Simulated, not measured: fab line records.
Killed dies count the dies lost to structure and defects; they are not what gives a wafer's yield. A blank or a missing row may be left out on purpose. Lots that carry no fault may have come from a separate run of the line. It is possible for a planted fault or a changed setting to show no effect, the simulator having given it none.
fab line records    flow n5-finfet
record: lots: 7  wafers: 21
route steps=1938 shown BEOL_M8@1377 BEOL_M9@1407 BEOL_M10@1495 BEOL_M12@1653
start-h: start of the lot's first displayed wafer, in hours after the record's first day    wait-h: hours elapsed since this lot's preceding step    " identical to the entry in the row above    L1.1+2: a row that stands for several wafers    - value missing, or start not given    * or withheld: withheld    < > ~ a bound
route shown NAME@n: names a module that has steps shown in the file, with the first one's number in the route    usual: the fault-free wafers' mean and standard deviation    same: alike in all rows    chamber/n: place in a boat    sites: the reading at each site    _std_site: how widely they spread, as a standard deviation    _edge_site: the outer-site mean with the inner-site mean subtracted    radius-mm: for every site, how far away it sits from the centre of the wafer    mask NAME#n: copy n    behind: the last tool/chamber to shape the wafer    hold: why the lot went on hold/how many hours it stayed there/how the hold came to an end    device: transistor that didn't switch, given as n, p or np    end of line: tests run on the same wafers once the route is complete    where a step has no rows: the recipe by itself    killed: at the first sort, the dies lost to defects and structure; wafer yield is something else    map: per-die view of a wafer (x killed, . not killed, _ where there is no die)
set.NAME: setting as actually run; set.NAME@STEP: the setting as run at that earlier step    model.NAME: the simulator's own value behind a step, which no gauge read
one table per step and one row per wafer, for lots whose settings were changed on purpose
== steps ==
step: N5_BEOL_M8_TRENCH_ETCH_37
recipe: chemistry: C4F6/O2  target-depth-a: 934.78  target: SiCOH_lowk  time-s: 31.2  ion-energy-ev: 250  pressure-mtorr: 30  source-w: 345  bias-w: 185  Ar_flow_sccm: 300  C4F6_flow_sccm: 10  O2_flow_sccm: 10
lot.wafer  tool         chamber  start-h  wait-h  set.time-s  model.BEOL_M8.feature-depth-nm  model.etch.depth-nm
L079.2     rie-diel-01  0        -        -       36.3        106.6                           106.6
L079.5     "            2        "        "       31.2        96                              96.02
L079.6     "            3        "        "       36.3        112.8                           112.8
L078.1     rie-diel-01  1        -        -       31.2        94.8                            94.78
L078.3     "            0        "        "       31.2        91.8                            91.83
L078.5     "            1        "        "       31.2        95                              95.08
L081.3     rie-diel-01  0        -        -       31.2        92.2                            92.17
L081.4     "            3        "        "       31.2        96.6                            96.6
L081.6     "            3        "        "       31.2        97.2                            97.21
L083.1     rie-diel-06  1        -        -       31.2        93                              93.03
L083.2     "            2        "        "       25.89       79                              79.01
L083.4     "            1        "        "       25.89       76.4                            76.44
L086.2     rie-diel-03  2        -        -       25.59       78                              77.9
L086.4     "            0        "        "       31.2        92.4                            92.4
L086.6     "            0        "        "       25.59       75.8                            75.87
L089.2     rie-diel-06  1        -        -       31.2        93.8                            93.71
L089.4     "            0        "        "       31.2        92.8                            92.78
L089.5     "            2        "        "       31.2        95.2                            95.12
L091.1     rie-diel-06  3        -        -       31.2        91                              91.08
L091.2     "            0        "        "       31.2        94                              94.03
L091.4     "            1        "        "       31.2        93.8                            93.71
step: N5_BEOL_M8_ETCH_41
recipe: chemistry: CH3F/O2  target: SiCN  target-depth-a: 319  taper-deg: 2  time-s: 57.8  ion-energy-ev: 120  mask-material: TiN  pressure-mtorr: 30  source-w: 395  bias-w: 75  Ar_flow_sccm: 150  CH3F_flow_sccm: 30  O2_flow_sccm: 20
step: N5_BEOL_M8_STRIP_80
recipe: chemistry: N2/H2  time-s: 10  power-w: 450  temp-c: 40  pressure-mtorr: 20  rf-frequency-hz: 6e+07  bias-power-w: 7  n2-flow-sccm: 200  h2-flow-sccm: 200
step: N5_BEOL_M8_OCD_MEAS_38
usual: trench-depth-nm: 94.1/1.8
lot.wafer  tool    chamber  start-h  wait-h  set.time-s@BEOL_M8_TRENCH_ETCH_37  trench-depth-nm
L079.2     ocd-02  -        236.71   -       36.3                               106.4
L079.5     "       -        "        "       31.2                               95.9
L079.6     "       -        "        "       36.3                               113.1
L078.1     ocd-01  -        240.99   -       31.2                               94.9
L078.3     "       -        "        "       31.2                               91.8
L078.5     "       -        "        "       31.2                               95.2
L081.3     ocd-02  -        255.19   -       31.2                               92.1
L081.4     "       -        "        "       31.2                               96.9
L081.6     "       -        "        "       31.2                               97.3
L083.1     ocd-02  -        255.44   -       31.2                               92.6
L083.2     "       -        "        "       25.89                              79.1
L083.4     "       -        "        "       25.89                              76.8
L086.2     ocd-01  -        293.36   -       25.59                              77.7
L086.4     "       -        "        "       31.2                               92.8
L086.6     "       -        "        "       25.59                              75.3
L089.2     ocd-02  -        302.27   -       31.2                               93.9
L089.4     "       -        "        "       31.2                               93.0
L089.5     "       -        "        "       31.2                               95.4
L091.1     ocd-01  -        310.94   -       31.2                               91.0
L091.2     "       -        "        "       31.2                               93.8
L091.4     "       -        "        "       31.2                               93.6
step: N5_BEOL_M8_HM_STRIP_39
recipe: chemistry: peroxide-tin-strip  material: TiN  target-depth-a: 250  temp-c: 50  time-s: 158
step: N5_BEOL_M8_SRD_40
recipe: time-s: 30  temp-c: 23  rinse-liquid: diw  dry: ipa-marangoni
step: N5_BEOL_M8_ECD_50
recipe: material: Cu  target-thk-a: 3000
step: N5_BEOL_M8_ANNEAL_51
recipe: temp-c: 225  time-s: 90  ambient: N2
step: N5_BEOL_M8_CMP_52
recipe: stop-on: SiCOH_lowk  t-overpolish-s: 6.9  down-force-psi: 1  platen-rpm: 50  clearing-platen-down-force-psi: 1.5  clearing-platen-rpm: 50  post-cmp-clean: cu-alkaline  target-thk-nm: 80  clearing-platen-pad-velocity-m-s: 0.99484  pad-velocity-m-s: 0.99484
lot.wafer  tool    chamber  start-h  wait-h  set.time-s@BEOL_M8_TRENCH_ETCH_37  model.Cu_of_BEOL_M8_ECD_50.thk-nm
L079.2     cmp-02  1        240.47   0.3     36.3                               95.8
L079.6     "       0        "        "       36.3                               99
L079.5     "       1        "        "       31.2                               83.8
L078.3     cmp-02  2        244.92   0.2     31.2                               80
L078.1+5   "       3,1      "        "       31.2                               81.2
L081.4     cmp-03  0        257.67   0.1     31.2                               85.2
L081.3     "       2        "        "       31.2                               81.2
L081.6     "       0        "        "       31.2                               85.4
L083.1     cmp-02  1        258.04   0.3     31.2                               78.8
L083.2     "       2        "        "       25.89                              65.4
L083.4     "       0        "        "       25.89                              60.4
L086.2     cmp-04  0        296.24   0.2     25.59                              63.4
L086.4     "       1        "        "       31.2                               78
L086.6     "       3        "        "       25.59                              61.6
L089.4     cmp-02  3        304.05   0.2     31.2                               81.2
L089.2     "       0        "        "       31.2                               79
L089.5     "       3        "        "       31.2                               82.6
L091.1     cmp-03  1        312.90   0.3     31.2                               76.4
L091.4     "       2        "        "       31.2                               80.8
L091.2     "       3        "        "       31.2                               77.6
step: N5_BEOL_M8_THK_MEAS_53
recipe: thk-meas-gauge: xrf  reads: Cu_of_BEOL_M8_ECD_50
usual: M8_THK: 79.3/2.3
lot.wafer  tool           chamber  start-h  wait-h  set.time-s@BEOL_M8_TRENCH_ETCH_37  M8_THK[nm]
L079.2     film-metro-02  -        240.73   -       36.3                               93.8
L079.5     "              -        "        "       31.2                               81.9
L079.6     "              -        "        "       36.3                               96.7
L078.1     film-metro-01  -        245.18   -       31.2                               79.3
L078.3     "              -        "        "       31.2                               77.9
L078.5     "              -        "        "       31.2                               79.5
L081.3     film-metro-01  -        257.96   -       31.2                               79.3
L081.4     "              -        "        "       31.2                               82.8
L081.6     "              -        "        "       31.2                               83.5
L083.1     film-metro-02  -        258.34   -       31.2                               77.7
L083.2     "              -        "        "       25.89                              64.4
L083.4     "              -        "        "       25.89                              59.2
L086.2     film-metro-01  -        296.50   -       25.59                              61.3
L086.4     "              -        "        "       31.2                               75.6
L086.6     "              -        "        "       25.59                              59.6
L089.2     film-metro-02  -        304.30   -       31.2                               76.2
L089.4     "              -        "        "       31.2                               78.1
L089.5     "              -        "        "       31.2                               79.2
L091.1     film-metro-02  -        313.16   -       31.2                               74.8
L091.2     "              -        "        "       31.2                               76.0
L091.4     "              -        "        "       31.2                               79.4
step: N5_BEOL_M8_PRE_CLEAN_55
recipe: gas: NH3  time-s: 15  temp-c: withheld  rf-power-w: 300
step: N5_BEOL_M8_DEP_56
recipe: material: SiCN  target-thk-a: 100  temp-c: withheld  precursor: 3MS/NH3  pressure-torr: 3  rf-w: 202  time-s: 17.5
step: N5_BEOL_M8_RS_MEAS_57
recipe: thk-meas-gauge: four-point-probe  reads: Cu_of_BEOL_M8_ECD_50+Co_of_BEOL_M8_CVD_78+TaN_of_BEOL_M8_ALD_77
usual: M8_RS: 0.281/0.0097
lot.wafer  tool           chamber  start-h  wait-h  set.time-s@BEOL_M8_TRENCH_ETCH_37  M8_RS[ohm/sq]
L079.2     film-metro-01  -        240.86   0.1     36.3                               0.232
L079.5     "              -        "        "       31.2                               0.271
L079.6     "              -        "        "       36.3                               0.224
L078.1     film-metro-02  -        245.31   0.1     31.2                               0.281
L078.3     "              -        "        "       31.2                               0.286
L078.5     "              -        "        "       31.2                               0.281
L081.3     film-metro-02  -        258.09   0.1     31.2                               0.281
L081.4     "              -        "        "       31.2                               0.265
L081.6     "              -        "        "       31.2                               0.266
L083.1     film-metro-01  -        258.47   0.1     31.2                               0.291
L083.2     "              -        "        "       25.89                              0.363
L083.4     "              -        "        "       25.89                              0.401
L086.2     film-metro-01  -        296.63   0.1     25.59                              0.378
L086.4     "              -        "        "       31.2                               0.295
L086.6     "              -        "        "       25.59                              0.391
L089.2     film-metro-01  -        304.44   0.1     31.2                               0.290
L089.4     "              -        "        "       31.2                               0.281
L089.5     "              -        "        "       31.2                               0.275
L091.1     film-metro-02  -        313.29   0.1     31.2                               0.302
L091.2     "              -        "        "       31.2                               0.296
L091.4     "              -        "        "       31.2                               0.283
step: N5_BEOL_M9_COAT_60
recipe: resist: SiARC  temp-c: 220  time-s: 60  spin-rpm: 1500  resist-thk-nm: 30
lot.wafer   tool            chamber  start-h  wait-h  set.spin-rpm  model.SiARC_of_BEOL_M9_COAT_60.thk-nm
L079.2+5    litho-track-03  0        -        -       1500          30
L079.6      "               0        "        "       1620          28.8
L078.1      litho-track-03  0        -        -       1500          29.8
L078.3+5    "               0        "        "       1500          30
L081.3+4+6  litho-track-04  0        -        -       1500          30
L083.1+2+4  litho-track-05  0        -        -       1500          30
L086.2      litho-track-03  0        -        -       1615          28.6
L086.4      "               0        "        "       1615          28.8
L086.6      "               0        "        "       1500          29.8
L089.2+4    litho-track-05  0        -        -       1500          30.2
L089.5      "               0        "        "       1500          30
L091.1      litho-track-04  0        -        -       1379          31.4
L091.2      "               0        "        "       1379          31.2
L091.4      "               0        "        "       1500          30
step: N5_BEOL_M9_COAT_05
recipe: resist: CAR-ArF  spin-rpm: 1500  resist-thk-nm: 90
step: N5_BEOL_M9_EBR_07
recipe: solvent: PGMEA  ebr-width-mm: 1.5
step: N5_BEOL_M9_DESCUM_16
recipe: chemistry: O2  time-s: 7.9  source-power-w: 50  bias-power-w: 20  pressure-mtorr: 20  rf-frequency-hz: 2.712e+07  temp-c: 40  resist: CAR-ArF  o2-flow-sccm: 225
step: N5_BEOL_M9_ETCH_61
recipe: chemistry: CF4  target: SiARC  target-depth-a: 390  mask-material: CAR-ArF  time-s: 65  ion-energy-ev: 80  pressure-mtorr: 40  source-w: 545  bias-w: 36  Ar_flow_sccm: 100  cf4-flow-sccm: 100  ends: cleared
lot.wafer  tool         chamber  start-h  wait-h  set.spin-rpm@BEOL_M9_COAT_60  model.etch.depth-nm  model.CAR-ArF_of_BEOL_M9_COAT_05.thk-nm
L079.2     rie-diel-04  2        245.54   0.0     1500                          29.93                55.4
L079.5     "            1        "        "       1500                          29.9                 55.6
L079.6     "            0        "        "       1620                          28.83                56.4
L078.1     rie-diel-04  1        247.22   0.0     1500                          29.89                55.4
L078.3     "            3        "        "       1500                          29.96                55.8
L078.5     "            2        "        "       1500                          29.95                56
L081.3     rie-diel-04  0        262.41   0.0     1500                          29.91                55.4
L081.4     "            2        "        "       1500                          29.94                55.6
L081.6     "            1        "        "       1500                          29.92                55.4
L083.1     rie-diel-05  0        262.63   0.0     1500                          29.96                55.4
L083.2     "            2        "        "       1500                          30.05                55.6
L083.4     "            1        "        "       1500                          30.01                55.4
L086.2     rie-diel-05  1        298.89   0.0     1615                          28.69                56.4
L086.4     "            2        "        "       1615                          28.83                56.4
L086.6     "            2        "        "       1500                          29.81                55.6
L089.2     rie-diel-05  0        308.02   0.0     1500                          30.11                55.8
L089.4     "            1        "        "       1500                          30.11                56
L089.5     "            1        "        "       1500                          30.05                56
L091.1     rie-diel-02  3        315.69   0.0     1379                          31.31                54.6
L091.2     "            1        "        "       1379                          31.27                54.8
L091.4     "            0        "        "       1500                          30.05                56
step: N5_BEOL_M9_ETCH_62
recipe: chemistry: N2/H2  target: SOC  target-depth-a: 1100  overetch-a: 220  mask-material: SiARC  temp-c: 40  time-s: 165  ion-energy-ev: 200  pressure-mtorr: 30  source-w: 840  bias-w: 150  n2-flow-sccm: 200  h2-flow-sccm: 200
lot.wafer   tool         chamber  start-h  wait-h  set.time-s
L079.2      rie-diel-04  2        245.59   0.0     145.8
L079.5+6    "            1,0      "        "       165
L078.1+5    rie-diel-04  1,2      247.27   0.0     165
L078.3      "            3        "        "       197.9
L081.3      rie-diel-04  0        262.46   0.0     165
L081.4+6    "            2,1      "        "       202
L083.1+2    rie-diel-05  0,2      262.68   0.0     165
L083.4      "            1        "        "       178
L086.2+6    rie-diel-05  1,2      298.94   0.0     197.2
L086.4      "            2        "        "       165
L089.2+4+5  rie-diel-05  0,1,1    308.07   0.0     165
L091.1      rie-diel-02  3        315.74   0.0     165
L091.2+4    "            1,0      "        "       143.1
step: N5_BEOL_M9_STRIP_68
recipe: chemistry: N2/H2  temp-c: 40  n2-flow-sccm: 200  h2-flow-sccm: 200  rf-frequency-hz: 6e+07
step: N5_BEOL_M9_STRIP_67
recipe: chemistry: CF4  resist: SiARC  power-w: 300  bias-power-w: 75  pressure-mtorr: 50  cf4-flow-sccm: 150  rf-frequency-hz: 6e+07
step: N5_BEOL_M9_HM_OPEN_17
recipe: chemistry: Cl2/BCl3  target-depth-a: 200  overetch-a: 60  target: TiN  mask-material: SOC  ion-energy-ev: 150  pressure-mtorr: 10  icp-w: 1000  bias-w: 126  Cl2_flow_sccm: 53.25  bcl3-flow-sccm: 21.75  Ar_flow_sccm: 25
lot.wafer  tool          chamber  start-h  wait-h  set.time-s@BEOL_M9_ETCH_62  model.etch.depth-nm
L079.2     rie-metal-01  0        245.78   0.0     145.8                       20.19
L079.5     "             1        "        "       165                         20
L079.6     "             0        "        "       165                         20.14
L078.1     rie-metal-02  0        247.46   0.0     165                         19.85
L078.3     "             1        "        "       197.9                       16.69
L078.5     "             1        "        "       165                         20.05
L081.3     rie-metal-03  0        262.68   0.1     165                         19.78
L081.4     "             1        "        "       202                         16.22
L081.6     "             1        "        "       202                         16.04
L083.1     rie-metal-01  0        262.87   0.0     165                         19.68
L083.2     "             1        "        "       165                         19.65
L083.4     "             1        "        "       178                         18.26
L086.2     rie-metal-01  0        299.13   0.0     197.2                       16.83
L086.4     "             1        "        "       165                         19.88
L086.6     "             0        "        "       197.2                       17.17
L089.2     rie-metal-02  1        308.26   0.0     165                         19.79
L089.4     "             1        "        "       165                         19.8
L089.5     "             0        "        "       165                         19.77
L091.1     rie-metal-03  0        315.92   0.0     165                         19.75
L091.2     "             1        "        "       143.1                       19.77
L091.4     "             0        "        "       143.1                       19.58
step: N5_BEOL_M10_COAT_64
recipe: resist: SiARC  temp-c: 220  time-s: 60  spin-rpm: 1500  resist-thk-nm: 30
lot.wafer   tool            chamber  start-h  wait-h  set.spin-rpm  model.SiARC_of_BEOL_M10_COAT_64.thk-nm
L079.2+6    litho-track-02  0        -        -       1500          30
L079.5      "               0        "        "       1500          29.8
L078.1+3+5  litho-track-02  0        -        -       1500          30
L083.1+2    litho-track-04  0        -        -       1500          30.2
L083.4      "               0        "        "       1443          30.8
L081.3      litho-track-02  0        -        -       1500          30
L081.4      "               0        "        "       1575          29.2
L081.6      "               0        "        "       1575          29.4
L086.2      litho-track-02  0        -        -       1500          29.8
L086.4+6    "               0        "        "       1434          30.6
L089.2+5    litho-track-04  0        -        -       1500          30
L089.4      "               0        "        "       1500          30.2
L091.1+2+4  litho-track-01  0        -        -       1500          30.2
step: N5_BEOL_M10_COAT_22
recipe: resist: CAR-ArF  spin-rpm: 1500  resist-thk-nm: 90
lot.wafer  tool            chamber  start-h  wait-h  set.spin-rpm  model.CAR-ArF_of_BEOL_M10_COAT_22.thk-nm
L079.2     litho-track-02  0        -        -       1500          89.6
L079.5     "               0        "        "       1442          91.6
L079.6     "               0        "        "       1500          89.8
L078.1     litho-track-02  0        -        -       1500          90.2
L078.3+5   "               0        "        "       1500          90
L083.1     litho-track-04  0        -        -       1380          94.2
L083.2     "               0        "        "       1380          94
L083.4     "               0        "        "       1500          90
L081.3     litho-track-02  0        -        -       1366          94
L081.4+6   "               0        "        "       1500          89.6
L086.2     litho-track-02  0        -        -       1567          88.2
L086.4     "               0        "        "       1567          87.8
L086.6     "               0        "        "       1567          88
L089.2     litho-track-04  0        -        -       1500          90.4
L089.4+5   "               0        "        "       1500          90
L091.1     litho-track-01  0        -        -       1372          94.2
L091.2+4   "               0        "        "       1500          90.2
step: N5_BEOL_M10_EBR_24
recipe: solvent: PGMEA  ebr-width-mm: 1.5
step: N5_BEOL_M10_SOFTBAKE_23
recipe: temp-c: 110  time-s: 60  resist: CAR-ArF
step: N5_BEOL_M10_DESCUM_33
recipe: chemistry: O2  time-s: 7.9  source-power-w: 50  bias-power-w: 20  pressure-mtorr: 20  rf-frequency-hz: 2.712e+07  temp-c: 40  resist: CAR-ArF  o2-flow-sccm: 225
lot.wafer  tool         chamber  start-h  wait-h  set.spin-rpm@BEOL_M10_COAT_22  model.CAR-ArF_of_BEOL_M10_COAT_22.thk-nm
L079.2     rie-diel-03  3        253.94   0.0     1500                           83
L079.5     "            2        "        "       1442                           85
L079.6     "            3        "        "       1500                           83.2
L078.1     rie-diel-03  3        254.54   0.4     1500                           83.6
L078.3+5   "            1,3      "        "       1500                           83.4
L083.1     rie-diel-01  1        271.85   0.4     1380                           87.6
L083.2     "            2        "        "       1380                           87.4
L083.4     "            3        "        "       1500                           83.4
L081.3     rie-diel-06  0        272.18   0.6     1366                           87.6
L081.4+6   "            3,1      "        "       1500                           83.2
L086.2+6   rie-diel-03  1,2      310.91   0.4     1567                           81.4
L086.4     "            3        "        "       1567                           81.2
L089.2     rie-diel-06  3        316.70   0.0     1500                           83.8
L089.4     "            2        "        "       1500                           83.4
L089.5     "            0        "        "       1500                           83.6
L091.1     rie-diel-03  0        325.31   0.0     1372                           87.8
L091.2+4   "            2,3      "        "       1500                           83.6
step: N5_BEOL_M10_ETCH_65
recipe: chemistry: CF4  target: SiARC  target-depth-a: 390  mask-material: CAR-ArF  time-s: 65  ion-energy-ev: 80  pressure-mtorr: 40  source-w: 545  bias-w: 36  Ar_flow_sccm: 100  cf4-flow-sccm: 100  ends: cleared
lot.wafer  tool         chamber  start-h  wait-h  set.spin-rpm@BEOL_M10_COAT_64  model.etch.depth-nm
L079.2     rie-diel-03  3        253.97   0.0     1500                           29.98
L079.5     "            2        "        "       1500                           29.9
L079.6     "            3        "        "       1500                           29.99
L078.1     rie-diel-03  3        254.58   0.0     1500                           29.99
L078.3+5   "            1,3      "        "       1500                           30.01
L083.1     rie-diel-01  1        271.88   0.0     1500                           30.2
L083.2     "            2        "        "       1500                           30.12
L083.4     "            3        "        "       1443                           30.79
L081.3     rie-diel-06  0        272.21   0.0     1500                           29.95
L081.4     "            3        "        "       1575                           29.27
L081.6     "            1        "        "       1575                           29.3
L086.2     rie-diel-03  1        310.94   0.0     1500                           29.87
L086.4     "            3        "        "       1434                           30.55
L086.6     "            2        "        "       1434                           30.51
L089.2     rie-diel-06  3        316.73   0.0     1500                           30.07
L089.4     "            2        "        "       1500                           30.12
L089.5     "            0        "        "       1500                           30.06
L091.1     rie-diel-03  0        325.35   0.0     1500                           30.13
L091.2     "            2        "        "       1500                           30.19
L091.4     "            3        "        "       1500                           30.15
step: N5_BEOL_M10_ETCH_41
recipe: chemistry: CH3F/O2  target: SiCN  target-depth-a: 426  taper-deg: 2  time-s: 86  ion-energy-ev: 120  mask-material: TiN  pressure-mtorr: 30  source-w: 395  bias-w: 75  Ar_flow_sccm: 150  CH3F_flow_sccm: 30  O2_flow_sccm: 20
usual: rf-vpp-V: 298.1/1.4
lot.wafer  tool         chamber  start-h  wait-h  set.source-w  rf-vpp-V  model.etch.depth-nm
L079.2     rie-diel-03  3        -        -       329.9         312.8     30.69
L079.5     "            2        "        "       395           298.0     32.71
L079.6     "            3        "        "       395           296.0     32.71
L078.1     rie-diel-03  3        -        -       324.2         316.1     30.6
L078.3     "            1        "        "       324.2         319.2     30.47
L078.5     "            3        "        "       395           295.3     33.1
L083.1     rie-diel-01  1        -        -       395           298.7     32.05
L083.2     "            2        "        "       460           284.8     34.82
L083.4     "            3        "        "       395           299.0     33.29
L081.3     rie-diel-06  0        -        -       361.6         307.6     31.26
L081.4     "            3        "        "       361.6         308.2     30.44
L081.6     "            1        "        "       395           298.2     32.41
L086.2     rie-diel-03  1        -        -       446           285.6     34.57
L086.4     "            3        "        "       395           294.1     33.47
L086.6     "            2        "        "       446           286.5     34.81
L089.2     rie-diel-06  3        -        -       395           299.4     32
L089.4     "            2        "        "       395           296.8     33.3
L089.5     "            0        "        "       395           297.4     32.46
L091.1     rie-diel-03  0        -        -       463.8         282.5     34.12
L091.2     "            2        "        "       463.8         282.3     34.86
L091.4     "            3        "        "       463.8         280.6     34.98
step: N5_BEOL_M12_CMP_49
recipe: stop-on: SiOC  t-overpolish-s: 20.6  down-force-psi: 1  platen-rpm: 50  clearing-platen-down-force-psi: 1.5  clearing-platen-rpm: 50  post-cmp-clean: cu-alkaline  target-thk-nm: 320  clearing-platen-pad-velocity-m-s: 0.99484  pad-velocity-m-s: 0.99484
usual: barrier-field-endpoint-s: 30.3/0.72
lot.wafer  tool    chamber  start-h  wait-h  set.down-force-psi  barrier-field-endpoint-s
L079.2     cmp-03  0        269.37   0.2     1                   29.5
L079.6     "       0        "        "       1.161               25.9
L079.5     "       1        "        "       1                   30.5
L078.3     cmp-02  0        269.67   0.2     1                   30.0
L078.1     "       1        "        "       1                   30.9
L078.5     "       3        "        "       1                   30.8
L083.2     cmp-03  0        293.45   0.2     1                   29.4
L083.1     "       1        "        "       1.167               26.1
L083.4     "       3        "        "       1.167               25.2
L081.4     cmp-04  0        295.97   0.2     1                   29.4
L081.3     "       1        "        "       1                   31.0
L081.6     "       3        "        "       1                   29.6
L086.2     cmp-04  3        333.86   0.2     1.166               25.8
L086.4     "       2        "        "       1                   30.9
L086.6     "       0        "        "       1.166               25.8
L089.2     cmp-03  2        339.50   0.2     1                   32.6
L089.4     "       0        "        "       1                   31.9
L089.5     "       3        "        "       1                   30.8
L091.1     cmp-04  3        345.89   0.3     0.7998              37.1
L091.2     "       0        "        "       1                   30.0
L091.4     "       1        "        "       0.7998              37.1
== key ==
split: step: N5_BEOL_M8_TRENCH_ETCH_37  setting: time-s  stated: 31.2  by: wafer
response: step: N5_BEOL_M8_TRENCH_ETCH_37  reading: model.BEOL_M8.feature-depth-nm  change: +0.867  per: 1%  r: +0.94
response: step: N5_BEOL_M8_TRENCH_ETCH_37  reading: model.etch.depth-nm  change: +0.867  per: 1%  r: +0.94
response: step: N5_BEOL_M8_OCD_MEAS_38  reading: trench-depth-nm  change: +0.874  per: 1%  r: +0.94
response: step: N5_BEOL_M8_CMP_52  reading: model.Cu_of_BEOL_M8_ECD_50.thk-nm  change: +0.877  per: 1%  r: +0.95
response: step: N5_BEOL_M8_THK_MEAS_53  reading: M8_THK  change: +0.865  per: 1%  r: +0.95
response: step: N5_BEOL_M8_RS_MEAS_57  reading: M8_RS  change: -0.00438  per: 1%  r: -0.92
split: step: N5_BEOL_M9_COAT_60  setting: spin-rpm  stated: 1500  by: wafer
response: step: N5_BEOL_M9_COAT_60  reading: model.SiARC_of_BEOL_M9_COAT_60.thk-nm  change: -0.152  per: 1%  r: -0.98
response: step: N5_BEOL_M9_ETCH_61  reading: model.etch.depth-nm  change: -0.142  per: 1%  r: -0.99
response: step: N5_BEOL_M9_ETCH_61  reading: model.CAR-ArF_of_BEOL_M9_COAT_05.thk-nm  change: +0.127  per: 1%  r: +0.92
split: step: N5_BEOL_M9_ETCH_62  setting: time-s  stated: 165  by: wafer
response: step: N5_BEOL_M9_HM_OPEN_17  reading: model.etch.depth-nm  change: -0.13  per: 1%  r: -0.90
split: step: N5_BEOL_M10_COAT_64  setting: spin-rpm  stated: 1500  by: wafer
response: step: N5_BEOL_M10_COAT_64  reading: model.SiARC_of_BEOL_M10_COAT_64.thk-nm  change: -0.158  per: 1%  r: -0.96
response: step: N5_BEOL_M10_ETCH_65  reading: model.etch.depth-nm  change: -0.146  per: 1%  r: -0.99
split: step: N5_BEOL_M10_COAT_22  setting: spin-rpm  stated: 1500  by: wafer
response: step: N5_BEOL_M10_COAT_22  reading: model.CAR-ArF_of_BEOL_M10_COAT_22.thk-nm  change: -0.49  per: 1%  r: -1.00
response: step: N5_BEOL_M10_DESCUM_33  reading: model.CAR-ArF_of_BEOL_M10_COAT_22.thk-nm  change: -0.498  per: 1%  r: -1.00
split: step: N5_BEOL_M10_ETCH_41  setting: source-w  stated: 395  by: wafer
response: step: N5_BEOL_M10_ETCH_41  reading: rf-vpp-V  change: -0.98  per: 1%  r: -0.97
response: step: N5_BEOL_M10_ETCH_41  reading: model.etch.depth-nm  change: +0.13  per: 1%  r: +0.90
split: step: N5_BEOL_M12_CMP_49  setting: down-force-psi  stated: 1  by: wafer
response: step: N5_BEOL_M12_CMP_49  reading: barrier-field-endpoint-s  change: -0.292  per: 1%  r: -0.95
